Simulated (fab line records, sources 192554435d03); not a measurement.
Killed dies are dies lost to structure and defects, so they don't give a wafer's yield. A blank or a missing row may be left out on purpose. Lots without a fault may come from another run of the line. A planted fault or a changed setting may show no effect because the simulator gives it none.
Split-lot experiment | flow n5_finfet | 7 lots, 21 wafers read, on a route of 1938 steps

THE SPLIT
At N5_BEOL_M4_TRENCH_ETCH_37 (etches SiOC in C4F6/O2, target depth 55.555 nm, time 29.2 s), the setting bias_w was moved away from the recipe's 185 W on 7 of the 21 wafers read, by +6.2% to +16.8%. The other wafers ran this setting at the recipe's value.

The reading is taken at the split's own step.

THE READING
rf_vpp_V, in V, at N5_BEOL_M4_TRENCH_ETCH_37 (etches SiOC in C4F6/O2, target depth 55.555 nm, time 29.2 s). Fault-free wafers of this fab line usually give 663 V, standard deviation 5.9 V.

wafer  | tool, chamber at the split | bias_w as run, W | against the recipe | rf_vpp_V, V | against lot-mates on the recipe
L074.2 | rie_diel-03, 3             | 185              | recipe             | 660         | -
L074.4 | rie_diel-03, 1             | 214.1            | +15.7%             | 749         | +89
L074.5 | rie_diel-03, 3             | 185              | recipe             | 660         | -
L075.1 | rie_diel-01, 2             | 185              | recipe             | 672         | -
L075.2 | rie_diel-01, 3             | 185              | recipe             | 666         | -
L075.5 | rie_diel-01, 3             | 185              | recipe             | 669         | -
L079.1 | rie_diel-03, 1             | 185              | recipe             | 667         | -
L079.2 | rie_diel-03, 3             | 216.1            | +16.8%             | 747         | +80
L079.4 | rie_diel-03, 2             | 216.1            | +16.8%             | 753         | +86
L088.1 | rie_diel-03, 3             | 185              | recipe             | 660         | -
L088.2 | rie_diel-03, 2             | 185              | recipe             | 666         | -
L088.6 | rie_diel-03, 1             | 185              | recipe             | 667         | -
L091.1 | rie_diel-01, 1             | 208.1            | +12.5%             | 724         | +54
L091.5 | rie_diel-01, 3             | 208.1            | +12.5%             | 732         | +62
L091.6 | rie_diel-01, 2             | 185              | recipe             | 670         | -
L093.2 | rie_diel-03, 2             | 185              | recipe             | 666         | -
L093.3 | rie_diel-03, 3             | 196.4            | +6.2%              | 693         | +27
L093.5 | rie_diel-03, 2             | 196.4            | +6.2%              | 697         | +31
L094.1 | rie_diel-01, 3             | 185              | recipe             | 667         | -
L094.2 | rie_diel-01, 2             | 185              | recipe             | 671         | -
L094.5 | rie_diel-01, 0             | 185              | recipe             | 673         | -

THE FIT
A straight line over all 21 wafers: rf_vpp_V changes by +4.99 V for each +1% of bias_w; r = +0.99; the points scatter about the line by 4.1 V.
The same after taking each lot's own level away (the mean of its wafers on the recipe; 21 wafers): +5.01 V for each +1%; r = +0.99; scatter 3.8 V.
On that fit, the largest move of bias_w shifts the reading by 84 V.
The lots' own levels span 660.0 to 670.3 V, that is 1.8 times the standard deviation above.
So the lot-to-lot level changes the slope little: the two slopes agree.
Check: with one of the wafers moved furthest among these (+16.8%) left out of the fit, the line predicts +85.3 V for it against its lot-mates. It came out at +80 V against them.
Tool readings at the split's step, against how far the setting was moved: rf_vpp_V r = +0.99.

OTHER SPLITS ON THESE WAFERS
These wafers also went through other splits before the reading. Each is held against what the fit with the lots' levels taken away leaves over:
other split on the same wafers    | wafers away from the commonest value | r with rf_vpp_V (lot level and that fit taken away)
N5_BEOL_M1_COAT_61 spin_rpm       | 8                                    | -0.43
N5_BEOL_M1_VIA_ETCH_34 bias_w     | 5                                    | -0.05
N5_BEOL_M1_TRENCH_ETCH_37 time_s  | 9                                    | -0.05
N5_BEOL_M2_TRENCH_ETCH_37 bias_w  | 9                                    | -0.03
N5_BEOL_M2_DEP_57 time_s          | 6                                    | -0.20
N5_BEOL_M3_TRENCH_ETCH_37 bias_w  | 10                                   | +0.45
N5_BEOL_M3_ETCH_41 target_depth_a | 4                                    | +0.28

THE FILE'S OWN FIT
rf_vpp_V changes by +5.12 V for each +1% of bias_w, r = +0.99.
